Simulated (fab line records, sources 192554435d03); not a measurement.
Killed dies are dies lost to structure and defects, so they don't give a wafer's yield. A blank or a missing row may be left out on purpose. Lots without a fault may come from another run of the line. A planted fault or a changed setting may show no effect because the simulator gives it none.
fab line records | flow n5_finfet
record lots=7 wafers=21
route steps=1938 shown BEOL_M7@1309 BEOL_M8@1398 BEOL_M9@1428 BEOL_M11@1543 BEOL_M13@1662
start_h: hours from the record's first day to the start of the lot's first wafer shown | wait_h: hours since the lot's step before | " the same as in the row above | L1.1+2: a row that stands for several wafers | - no value, or no start given | * or withheld: withheld | < > ~ a bound
route shown NAME@n: a module of which the file shows steps, and the number in the route of the first | usual: mean/standard deviation of fault-free wafers | same: alike in all rows | chamber/n: place in a boat | sites: the reading at each site | _std_site: their standard deviation | _edge_site: outer sites' mean less inner sites' | radius_mm: how far each site lies from the wafer's centre | mask NAME#n: copy n | behind: the tool/chamber that last shaped the wafer | hold: why the lot was held/for how many hours/how that ended | device: the transistor (n, p or np) that didn't switch | end of line: the same wafers' tests at the end of the route | a step without rows: its recipe alone | killed: dies lost to structure and defects at the first sort, not the wafer's yield | map: a wafer's dies, x killed, . not, _ none there
set.NAME: the setting as run; set.NAME@STEP: as run at that earlier step | model.NAME: the simulator's own value behind a step, which no gauge read
lots whose settings were changed on purpose; a table a step, a row a wafer
## steps
# step N5_BEOL_M7_ETCH_41
# recipe chemistry=CH3F/O2 target=SiCN target_depth_a=319 taper_deg=2 time_s=57.8 ion_energy_ev=120 mask_material=TiN pressure_mtorr=30 source_w=395 bias_w=75 Ar_flow_sccm=150 CH3F_flow_sccm=30 O2_flow_sccm=20
# usual rf_vpp_V=297.3/1.3
# columns lot.wafer tool chamber start_h wait_h set.bias_w rf_vpp_V
L078.1 rie_diel-04 0 - - 75 296.4
L078.2 " 1 " " 75 298.3
L078.5 " 3 " " 75 296.7
L081.1 rie_diel-04 0 - - 84.49 320.5
L081.2 " 1 " " 84.49 320.4
L081.4 " 2 " " 75 294.2
L080.2 rie_diel-03 1 - - 75 296.7
L080.3 " 0 " " 69.72 281.4
L080.4 " 2 " " 69.72 284.7
L082.1 rie_diel-05 1 - - 64.23 267.1
L082.2 " 0 " " 75 299.3
L082.5 " 2 " " 75 298.3
L087.2 rie_diel-03 0 - - 75 294.5
L087.4 " 3 " " 68.75 283.5
L087.5 " 3 " " 68.75 281.7
L089.2 rie_diel-04 2 - - 75 299.8
L089.3 " 1 " " 66.44 274.6
L089.5 " 2 " " 75 300.2
L094.1 rie_diel-03 3 - - 87.96 329.6
L094.2 " 1 " " 75 298.1
L094.6 " 3 " " 75 297.3
# step N5_BEOL_M7_STRIP_80
# recipe chemistry=N2/H2 time_s=10 power_w=450 temp_c=40 pressure_mtorr=20 rf_frequency_hz=6e+07 bias_power_w=7 n2_flow_sccm=200 h2_flow_sccm=200
# step N5_BEOL_M7_PRECLEAN_42
# recipe chemistry=residue_remover time_s=60 temp_c=40
# step N5_BEOL_M7_SRD_43
# recipe time_s=30 temp_c=23 rinse_liquid=diw dry=ipa_marangoni
# step N5_BEOL_M7_CD_MEAS_35
# recipe target_cd_nm=40 polarity=opening
# usual cd_nm=39.6/0.58
# columns lot.wafer tool chamber start_h wait_h set.dose_mj@BEOL_M7_EXPOSE_08 cd_nm
L078.1 cd_sem-02 - 220.73 0.0 68.25 40.1
L078.2 " - " " 68.25 40.5
L078.5 " - " " 68.25 40.3
L081.1 cd_sem-03 - 247.15 0.0 68.25 39.5
L081.2 " - " " 63.49 36.0
L081.4 " - " " 68.25 40.1
L080.2 cd_sem-01 - 247.57 0.0 68.25 40.2
L080.3 " - " " 66.66 38.5
L080.4 " - " " 66.66 39.0
L082.1 cd_sem-02 - 251.23 0.0 68.25 39.0
L082.2 " - " " 68.25 39.3
L082.5 " - " " 68.25 39.1
L087.2 cd_sem-03 - 285.70 0.0 71.03 42.3
L087.4 " - " " 68.25 40.8
L087.5 " - " " 68.25 40.3
L089.2 cd_sem-01 - 296.87 0.0 68.25 39.6
L089.3 " - " " 68.25 39.9
L089.5 " - " " 64.18 37.6
L094.1 cd_sem-03 - 329.42 0.0 70.61 42.3
L094.2 " - " " 68.25 41.0
L094.6 " - " " 70.61 41.6
# step N5_BEOL_M8_DEP_56
# recipe material=SiCN target_thk_a=100 temp_c=withheld precursor=3MS/NH3 pressure_torr=3 rf_w=202 time_s=17.5
# columns lot.wafer tool chamber start_h wait_h set.time_s model.SiCN_of_BEOL_M8_DEP_56.thk_nm
L078.1+2+5 pecvd-03 0,1,0 235.06 0.0 17.5 10.2
L081.1 pecvd-01 0 256.88 0.0 17.5 9.8
L081.2 " 1 " " 19.29 10.8
L081.4 " 1 " " 17.5 10
L080.2 pecvd-04 1 258.42 0.0 16.69 9.6
L080.3 " 0 " " 17.5 10
L080.4 " 2 " " 16.69 9.8
L082.1 pecvd-01 1 263.56 0.0 15.2 8.4
L082.2 " 0 " " 17.5 9.6
L082.5 " 2 " " 15.2 8.6
L087.2 pecvd-01 1 296.85 0.0 17.5 9.6
L087.4 " 1 " " 19.19 10.8
L087.5 " 1 " " 19.19 11
L089.2+3 pecvd-04 2,0 307.92 0.0 17.5 10
L089.5 " 2 " " 19.33 11.2
L094.1+2 pecvd-03 1,0 343.77 0.0 18.31 10.4
L094.6 " 2 " " 17.5 10.2
# step N5_BEOL_M9_COAT_22
# recipe resist=CAR-EUV spin_rpm=1500 resist_thk_nm=30
# columns lot.wafer tool chamber start_h wait_h set.spin_rpm model.CAR-EUV_of_BEOL_M9_COAT_22.thk_nm
L078.1+2 litho_track-03 0 - - 1500 30
L078.5 " 0 " " 1500 30.2
L081.1+2+4 litho_track-01 0 - - 1500 30
L080.2+4 litho_track-03 0 - - 1500 30
L080.3 " 0 " " 1346 31.8
L082.1+5 litho_track-01 0 - - 1600 29.2
L082.2 " 0 " " 1500 30
L087.2+4 litho_track-01 0 - - 1500 30.2
L087.5 " 0 " " 1349 31.6
L089.2 litho_track-04 0 - - 1432 30.8
L089.3 " 0 " " 1500 29.8
L089.5 " 0 " " 1500 30
L094.1 litho_track-04 0 - - 1500 30
L094.2+6 " 0 " " 1384 31.2
# step N5_BEOL_M9_EXPOSE_25
# recipe mask_id=V8 na=0.33 source_shape=annular sigma_inner=0.4 sigma_outer=0.8 polarization=unpolarized dose_mj=37.25
# columns lot.wafer tool chamber start_h wait_h mask set.dose_mj
L078.1+2+5 euv_scanner-01 0 241.27 - V8#0 37.25
L081.1+2 euv_scanner-01 0 260.74 - V8#0 38.21
L081.4 " 0 " " V8#0 37.25
L080.2+3 euv_scanner-01 0 265.82 - V8#0 38.7
L080.4 " 0 " " V8#0 37.25
L082.1+2 euv_scanner-02 0 267.65 - V8#0 39.49
L082.5 " 0 " " V8#0 37.25
L087.2+4+5 euv_scanner-01 0 299.85 - V8#0 37.25
L089.2+3+5 euv_scanner-02 0 311.86 - V8#0 37.25
L094.1+2+6 euv_scanner-01 0 349.13 - V8#0 39.01
# step N5_BEOL_M9_PEB_26
# recipe peb_temp_c=100 peb_time_s=60 resist=CAR-EUV
# step N5_BEOL_M9_DEVELOP_27
# recipe develop_time_s=30 developer=TMAH resist=CAR-EUV rinse_liquid=surfactant_rinse dry=air_spin dev_temp_c=23
# columns lot.wafer tool chamber start_h wait_h set.spin_rpm@BEOL_M9_COAT_22 model.CAR-EUV_of_BEOL_M9_COAT_22.thk_nm
L078.1+2 litho_track-01 0 - - 1500 29.6
L078.5 " 0 " " 1500 29.8
L081.1+2+4 litho_track-04 0 - - 1500 29.6
L080.2+4 litho_track-01 0 - - 1500 29.6
L080.3 " 0 " " 1346 31.4
L082.1 litho_track-03 0 - - 1600 28.6
L082.2 " 0 " " 1500 29.6
L082.5 " 0 " " 1600 28.8
L087.2+4 litho_track-03 0 - - 1500 29.6
L087.5 " 0 " " 1349 31.2
L089.2 litho_track-03 0 - - 1432 30.4
L089.3+5 " 0 " " 1500 29.4
L094.1 litho_track-03 0 - - 1500 29.4
L094.2+6 " 0 " " 1384 30.8
# step N5_BEOL_M9_CD_MEAS_28
# recipe target_cd_nm=70 landing_energy_ev=500 detector=se_inlens polarity=opening
# usual cd_nm=69.94/0.28
# columns lot.wafer tool chamber start_h wait_h set.dose_mj@BEOL_M9_EXPOSE_25 cd_nm
L078.1 cd_sem-03 0 241.40 - 37.25 69.93
L078.2 " 0 " " 37.25 69.27
L078.5 " 0 " " 37.25 69.94
L081.1 cd_sem-03 0 260.87 - 38.21 70.73
L081.2 " 0 " " 38.21 70.62
L081.4 " 0 " " 37.25 69.77
L080.2 cd_sem-01 0 265.94 - 38.7 70.68
L080.3 " 0 " " 38.7 70.99
L080.4 " 0 " " 37.25 70.14
L082.1 cd_sem-02 0 267.78 - 39.49 71.11
L082.2 " 0 " " 39.49 71.30
L082.5 " 0 " " 37.25 69.72
L087.2 cd_sem-01 0 299.97 - 37.25 69.40
L087.4 " 0 " " 37.25 69.51
L087.5 " 0 " " 37.25 69.59
L089.2 cd_sem-01 0 311.98 - 37.25 69.99
L089.3 " 0 " " 37.25 69.47
L089.5 " 0 " " 37.25 69.49
L094.1 cd_sem-01 0 349.26 - 39.01 70.81
L094.2 " 0 " " 39.01 71.09
L094.6 " 0 " " 39.01 70.92
# step N5_BEOL_M9_DESCUM_33
# recipe chemistry=O2 time_s=7 source_power_w=50 bias_power_w=20 pressure_mtorr=20 rf_frequency_hz=2.712e+07 temp_c=40 resist=CAR-EUV o2_flow_sccm=225
# columns lot.wafer tool chamber start_h wait_h set.spin_rpm@BEOL_M9_COAT_22 model.CAR-EUV_of_BEOL_M9_COAT_22.thk_nm
L078.1+2+5 rie_diel-04 2,1,1 241.52 0.0 1500 26.2
L081.1 rie_diel-04 3 261.07 0.1 1500 26.2
L081.2+4 " 0,1 " " 1500 26
L080.2+4 rie_diel-03 0,1 266.20 0.2 1500 26.2
L080.3 " 2 " " 1346 27.8
L082.1 rie_diel-03 2 267.91 0.0 1600 25.2
L082.2 " 0 " " 1500 26.2
L082.5 " 1 " " 1600 25.4
L087.2+4 rie_diel-05 2,1 300.15 0.1 1500 26.2
L087.5 " 1 " " 1349 27.8
L089.2 rie_diel-05 3 312.10 0.0 1432 26.8
L089.3 " 2 " " 1500 25.8
L089.5 " 3 " " 1500 26
L094.1 rie_diel-05 1 349.55 0.2 1500 26
L094.2+6 " 0,2 " " 1384 27.4
# step N5_BEOL_M11_COAT_05
# recipe resist=CAR-ArF spin_rpm=1500 resist_thk_nm=90
# columns lot.wafer tool chamber start_h wait_h set.spin_rpm model.CAR-ArF_of_BEOL_M11_COAT_05.thk_nm
L078.1 litho_track-01 0 - - 1500 90.2
L078.2 " 0 " " 1500 90.4
L078.5 " 0 " " 1500 90
L081.1 litho_track-05 0 - - 1603 86.8
L081.2 " 0 " " 1603 87.2
L081.4 " 0 " " 1603 87
L080.2 litho_track-01 0 - - 1543 89.2
L080.3+4 " 0 " " 1500 90.2
L082.1 litho_track-03 0 - - 1500 90
L082.2 " 0 " " 1500 89.8
L082.5 " 0 " " 1337 95.2
L087.2 litho_track-05 0 - - 1500 90
L087.4 " 0 " " 1583 87.6
L087.5 " 0 " " 1500 90.2
L089.2+3 litho_track-01 0 - - 1429 91.8
L089.5 " 0 " " 1500 89.6
L094.1+6 litho_track-05 0 - - 1500 90
L094.2 " 0 " " 1407 93
# step N5_BEOL_M13_COAT_04
# recipe spin_rpm=1625 resist_thk_nm=400
# columns lot.wafer tool chamber start_h wait_h set.spin_rpm model.coat_of_BEOL_M13_COAT_04.thk_nm
L078.1 litho_track-02 0 - - 1625 402.4
L078.2 " 0 " " 1625 401.6
L078.5 " 0 " " 1625 400.4
L081.1 litho_track-03 0 - - 1804 380.8
L081.2 " 0 " " 1804 380
L081.4 " 0 " " 1625 400.8
L080.2 litho_track-05 0 - - 1625 400.2
L080.3 " 0 " " 1625 398.8
L080.4 " 0 " " 1625 399.8
L082.1 litho_track-02 0 - - 1625 402
L082.2 " 0 " " 1625 401.8
L082.5 " 0 " " 1625 401.6
L087.2 litho_track-02 0 - - 1696 393.2
L087.4 " 0 " " 1696 391.6
L087.5 " 0 " " 1696 392.6
L089.2 litho_track-02 0 - - 1479 418.4
L089.3 " 0 " " 1479 418.6
L089.5 " 0 " " 1625 400
L094.1 litho_track-03 0 - - 1625 399.2
L094.2 " 0 " " 1625 399.8
L094.6 " 0 " " 1746 385.4
# step N5_BEOL_M13_EXPOSE_07
# recipe mask_id=V12 na=0.93 source_shape=conventional sigma_outer=0.6 polarization=unpolarized attpsm_phase_deg=180 dose_mj=24.8
# columns lot.wafer tool chamber start_h wait_h mask set.dose_mj
L078.1+2+5 krf_scanner-02 0 268.24 - V12#0 24.8
L081.1+4 krf_scanner-02 0 286.69 - V12#0 24.8
L081.2 " 0 " " V12#0 26.07
L080.2 krf_scanner-01 0 290.65 - V12#0 24.8
L080.3+4 " 0 " " V12#0 23.89
L082.1 krf_scanner-01 0 299.59 - V12#0 24.8
L082.2+5 " 0 " " V12#0 26.32
L087.2+4+5 krf_scanner-01 0 326.66 - V12#0 24.8
L089.2 krf_scanner-02 0 337.83 - V12#0 24.8
L089.3+5 " 0 " " V12#0 23.82
L094.1+2+6 krf_scanner-02 0 372.85 - V12#0 24.8
# step N5_BEOL_M13_PEB_08
# recipe peb_temp_c=130 peb_time_s=90
# step N5_BEOL_M13_DEVELOP_09
# recipe develop_time_s=45 rinse_liquid=diw dry=air_spin dev_temp_c=21
# step N5_BEOL_M13_HARDBAKE_14
# recipe temp_c=130 time_s=120
# step N5_BEOL_M13_CD_MEAS_10
# recipe target_cd_nm=190 landing_energy_ev=500 detector=se_inlens polarity=opening
# usual cd_nm=190.0/1.2
# columns lot.wafer tool chamber start_h wait_h set.dose_mj@BEOL_M13_EXPOSE_07 cd_nm
L078.1 cd_sem-02 0 268.41 - 24.8 189.4
L078.2 " 0 " " 24.8 189.6
L078.5 " 0 " " 24.8 190.8
L081.1 cd_sem-03 0 286.86 - 24.8 189.7
L081.2 " 0 " " 26.07 195.2
L081.4 " 0 " " 24.8 189.9
L080.2 cd_sem-03 0 290.82 - 24.8 191.6
L080.3 " 0 " " 23.89 186.4
L080.4 " 0 " " 23.89 185.9
L082.1 cd_sem-03 0 299.76 - 24.8 190.2
L082.2 " 0 " " 26.32 198.1
L082.5 " 0 " " 26.32 196.8
L087.2 cd_sem-02 0 326.82 - 24.8 189.4
L087.4 " 0 " " 24.8 190.8
L087.5 " 0 " " 24.8 190.6
L089.2 cd_sem-02 0 338.00 - 24.8 191.3
L089.3 " 0 " " 23.82 186.3
L089.5 " 0 " " 23.82 185.2
L094.1 cd_sem-03 0 373.02 - 24.8 188.3
L094.2 " 0 " " 24.8 190.2
L094.6 " 0 " " 24.8 192.0
# step N5_BEOL_M13_DESCUM_15
# recipe chemistry=O2 time_s=7.9 source_power_w=50 bias_power_w=20 pressure_mtorr=20 rf_frequency_hz=2.712e+07 temp_c=40 o2_flow_sccm=225
# step N5_BEOL_M13_ETCH_59
# recipe chemistry=N2/H2 target=BARC target_depth_a=890 overetch_a=267 time_s=67.9 ion_energy_ev=200 pressure_mtorr=30 source_w=840 bias_w=150 n2_flow_sccm=200 h2_flow_sccm=200
# columns lot.wafer tool chamber start_h wait_h set.spin_rpm@BEOL_M13_COAT_04 model.coat_of_BEOL_M13_COAT_04.thk_nm
L078.1 rie_diel-05 2 268.54 0.0 1625 321
L078.2 " 0 " " 1625 319.4
L078.5 " 2 " " 1625 319.6
L081.1 rie_diel-05 2 287.16 0.0 1804 299.8
L081.2 " 0 " " 1804 298.4
L081.4 " 1 " " 1625 323
L080.2 rie_diel-05 2 290.94 0.0 1625 319.6
L080.3 " 1 " " 1625 321.2
L080.4 " 3 " " 1625 318.4
L082.1 rie_diel-03 2 299.89 0.0 1625 318.6
L082.2 " 0 " " 1625 320.4
L082.5 " 3 " " 1625 317.6
L087.2 rie_diel-05 3 326.95 0.0 1696 311
L087.4 " 1 " " 1696 314
L087.5 " 2 " " 1696 312.2
L089.2 rie_diel-04 2 338.12 0.0 1479 336.6
L089.3 " 0 " " 1479 335.6
L089.5 " 1 " " 1625 320
L094.1 rie_diel-04 0 373.28 0.0 1625 315.2
L094.2 " 3 " " 1625 317.4
L094.6 " 3 " " 1746 303.4
# step N5_BEOL_M13_VIA_ETCH_16
# recipe chemistry=C4F8/O2/Ar target=SiOC pressure_mtorr=30 source_w=3000 bias_w=700 Ar_flow_sccm=400 C4F8_flow_sccm=15 O2_flow_sccm=8 he_inner_torr=15 he_outer_torr=30 target_depth_a=9217 time_s=withheld ion_energy_ev=250 ends=cleared
# columns lot.wafer tool chamber start_h wait_h set.spin_rpm@BEOL_M13_COAT_04 model.coat_of_BEOL_M13_COAT_04.thk_nm
L078.1 rie_diel-05 2 268.59 0.0 1625 77.6
L078.2 " 0 " " 1625 73.6
L078.5 " 2 " " 1625 71.4
L081.1 rie_diel-05 2 287.21 0.0 1804 53.2
L081.2 " 0 " " 1804 53.8
L081.4 " 1 " " 1625 77
L080.2 rie_diel-05 2 290.99 0.0 1625 76.4
L080.3 " 1 " " 1625 76.8
L080.4 " 3 " " 1625 71.6
L082.1 rie_diel-03 2 299.94 0.0 1625 74.8
L082.2 " 0 " " 1625 77.2
L082.5 " 3 " " 1625 73.8
L087.2 rie_diel-05 3 327.00 0.0 1696 64.2
L087.4 " 1 " " 1696 64
L087.5 " 2 " " 1696 61.8
L089.2 rie_diel-04 2 338.17 0.0 1479 95.2
L089.3 " 0 " " 1479 87
L089.5 " 1 " " 1625 73.2
L094.1 rie_diel-04 0 373.33 0.0 1625 71.2
L094.2 " 3 " " 1625 73.6
L094.6 " 3 " " 1746 52.2
# step N5_BEOL_M13_STRIP_63
# recipe chemistry=N2/H2 power_w=1000 temp_c=250 h2_frac=0.65 overash_fraction=0.3 pressure_mtorr=1000 n2_flow_sccm=1750 h2_flow_sccm=3250
# usual strip_time_to_endpoint_s=28.5/1
# columns lot.wafer tool chamber start_h wait_h set.spin_rpm@BEOL_M13_COAT_04 strip_time_to_endpoint_s
L078.1 plasma_asher-01 1 268.82 - 1625 29.9
L078.2 " 0 " " 1625 28.7
L078.5 " 0 " " 1625 28.1
L081.1 plasma_asher-01 1 287.44 - 1804 22.6
L081.2 " 0 " " 1804 22.8
L081.4 " 1 " " 1625 29.7
L080.2 plasma_asher-01 0 291.23 - 1625 29.6
L080.3 " 1 " " 1625 29.6
L080.4 " 0 " " 1625 28.2
L082.1 plasma_asher-02 1 300.17 - 1625 29.1
L082.2 " 0 " " 1625 29.8
L082.5 " 1 " " 1625 28.8
L087.2 plasma_asher-01 1 327.24 - 1696 25.9
L087.4 " 1 " " 1696 25.9
L087.5 " 0 " " 1696 25.2
L089.2 plasma_asher-02 0 338.41 - 1479 34.8
L089.3 " 0 " " 1479 32.6
L089.5 " 0 " " 1625 28.6
L094.1 plasma_asher-01 0 373.57 - 1625 28.0
L094.2 " 1 " " 1625 28.7
L094.6 " 1 " " 1746 22.3
# step N5_BEOL_M13_STRIP_64
# recipe chemistry=N2/H2 power_w=1000 temp_c=250 h2_frac=0.65 overash_fraction=0.3 pressure_mtorr=withheld n2_flow_sccm=1750 h2_flow_sccm=3250
# step N5_BEOL_M13_STRIP_71
# recipe chemistry=post_etch_residue_remover time_s=60 temp_c=25 remover_ph=withheld remover_water_wt_pct=withheld remover_fluoride_wt_pct=withheld
# step N5_BEOL_M13_SRD_72
# recipe time_s=30 temp_c=23 rinse_liquid=diw dry=n2_spin spin_rpm=1500 dry_time_s=30
# step N5_BEOL_M13_CD_MEAS_17
# recipe target_cd_nm=190 polarity=opening
# usual cd_nm=190.2/1.5
# columns lot.wafer tool chamber start_h wait_h set.dose_mj@BEOL_M13_EXPOSE_07 cd_nm
L078.1 cd_sem-02 - 269.03 0.0 24.8 188.9
L078.2 " - " " 24.8 189.9
L078.5 " - " " 24.8 190.8
L081.1 cd_sem-02 - 287.65 0.0 24.8 190.4
L081.2 " - " " 26.07 194.7
L081.4 " - " " 24.8 190.5
L080.2 cd_sem-03 - 291.44 0.0 24.8 191.2
L080.3 " - " " 23.89 186.7
L080.4 " - " " 23.89 186.8
L082.1 cd_sem-03 - 300.38 0.0 24.8 188.1
L082.2 " - " " 26.32 198.7
L082.5 " - " " 26.32 196.0
L087.2 cd_sem-02 - 327.45 0.0 24.8 189.6
L087.4 " - " " 24.8 190.7
L087.5 " - " " 24.8 190.8
L089.2 cd_sem-03 - 338.62 0.0 24.8 191.0
L089.3 " - " " 23.82 185.3
L089.5 " - " " 23.82 187.3
L094.1 cd_sem-01 - 373.78 0.0 24.8 189.6
L094.2 " - " " 24.8 190.7
L094.6 " - " " 24.8 193.3
## key
split step=N5_BEOL_M7_ETCH_41 setting=bias_w stated=75 by=wafer
response step=N5_BEOL_M7_ETCH_41 reading=rf_vpp_V change=+1.99 per=1% r=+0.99
split step=N5_BEOL_M8_DEP_56 setting=time_s stated=17.5 by=wafer
response step=N5_BEOL_M8_DEP_56 reading=model.SiCN_of_BEOL_M8_DEP_56.thk_nm change=+0.0977 per=1% r=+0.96
split step=N5_BEOL_M9_COAT_22 setting=spin_rpm stated=1500 by=wafer
response step=N5_BEOL_M9_COAT_22 reading=model.CAR-EUV_of_BEOL_M9_COAT_22.thk_nm change=-0.155 per=1% r=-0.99
response step=N5_BEOL_M9_DEVELOP_27 reading=model.CAR-EUV_of_BEOL_M9_COAT_22.thk_nm change=-0.169 per=1% r=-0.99
response step=N5_BEOL_M9_DESCUM_33 reading=model.CAR-EUV_of_BEOL_M9_COAT_22.thk_nm change=-0.161 per=1% r=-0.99
split step=N5_BEOL_M9_EXPOSE_25 setting=dose_mj stated=37.25 by=wafer
response step=N5_BEOL_M9_CD_MEAS_28 reading=cd_nm change=+0.241 per=1% r=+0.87
split step=N5_BEOL_M11_COAT_05 setting=spin_rpm stated=1500 by=wafer
response step=N5_BEOL_M11_COAT_05 reading=model.CAR-ArF_of_BEOL_M11_COAT_05.thk_nm change=-0.474 per=1% r=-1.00
split step=N5_BEOL_M13_COAT_04 setting=spin_rpm stated=1625 by=wafer
response step=N5_BEOL_M13_COAT_04 reading=model.coat_of_BEOL_M13_COAT_04.thk_nm change=-1.93 per=1% r=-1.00
response step=N5_BEOL_M13_ETCH_59 reading=model.coat_of_BEOL_M13_COAT_04.thk_nm change=-1.96 per=1% r=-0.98
response step=N5_BEOL_M13_VIA_ETCH_16 reading=model.coat_of_BEOL_M13_COAT_04.thk_nm change=-2.21 per=1% r=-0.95
response step=N5_BEOL_M13_STRIP_63 reading=strip_time_to_endpoint_s change=* per=1% r=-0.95
split step=N5_BEOL_M13_EXPOSE_07 setting=dose_mj stated=24.8 by=wafer
response step=N5_BEOL_M13_CD_MEAS_10 reading=cd_nm change=+1.23 per=1% r=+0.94
response step=N5_BEOL_M13_CD_MEAS_17 reading=cd_nm change=+1.22 per=1% r=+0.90
split outside_this_file step=N5_BEOL_M7_EXPOSE_08 setting=dose_mj
# split outside_this_file: this setting was split too, and the file shows its column; the key of that split is in another file
